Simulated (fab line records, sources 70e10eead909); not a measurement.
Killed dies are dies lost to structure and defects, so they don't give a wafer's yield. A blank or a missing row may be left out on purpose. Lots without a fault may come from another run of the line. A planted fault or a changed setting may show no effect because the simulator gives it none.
Chamber matching | flow nand_harc | NHARC_P_CONTACT_DEP_30 on pecvd-03: 3 sister chambers
The step deposits SiNx, target thk 30 nm. 6 wafers are shown with their chamber, then 7 later ones without.

WAFERS WITH THEIR CHAMBER
wafer  | chamber | heater_power_w (W) | rf_fwd_power_W (W)
L751.6 | 0       | 676                | 448.7
L752.1 | 1       | 669                | 451.4
L752.2 | 0       | 653                | 447.6
L752.4 | 2       | 742                | 448.4
L753.4 | 1       | 572                | 448.1
L753.5 | 2       | 707                | 449.1

WAFERS WITHOUT THEIR CHAMBER
wafer  | heater_power_w (W) | rf_fwd_power_W (W)
L753.6 | 713                | 449.9
L757.1 | 707                | 446.8
L757.3 | 693                | 450.2
L757.5 | 692                | 450.6
L758.1 | 699                | 449.0
L758.2 | 601                | 444.2
L758.5 | 717                | 448.2

WHICH CHAMBER EACH WENT THROUGH
wafer  | from the rows above          | in truth
L753.6 | can't be placed: 2 or 0 or 1 | 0
L757.1 | can't be placed: 0 or 2 or 1 | 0
L757.3 | can't be placed: 2 or 0 or 1 | 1
L757.5 | can't be placed: 2 or 1 or 0 | 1
L758.1 | can't be placed: 2 or 0 or 1 | 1
L758.2 | can't be placed: 0 or 1 or 2 | 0
L758.5 | can't be placed: 2 or 0      | 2
Placed correctly: 0 of 7. Can't be placed from these rows: 7 (the true chamber is among the candidates in 7). Placed wrongly: 0.
How it was worked out, from the rows above alone: a wafer's distance from a chamber is the root of the sum, over the readings, of the square of ((its reading less the chamber's mean) divided by the reading's scatter). The wafer belongs to the nearest chamber; if the next one is less than 2 further off, it can't be placed. A chamber's mean is the mean of its shown wafers. The scatter: the root of (the sum of the squares of (reading less its chamber's mean) over the shown wafers, divided by (wafers less chambers)).
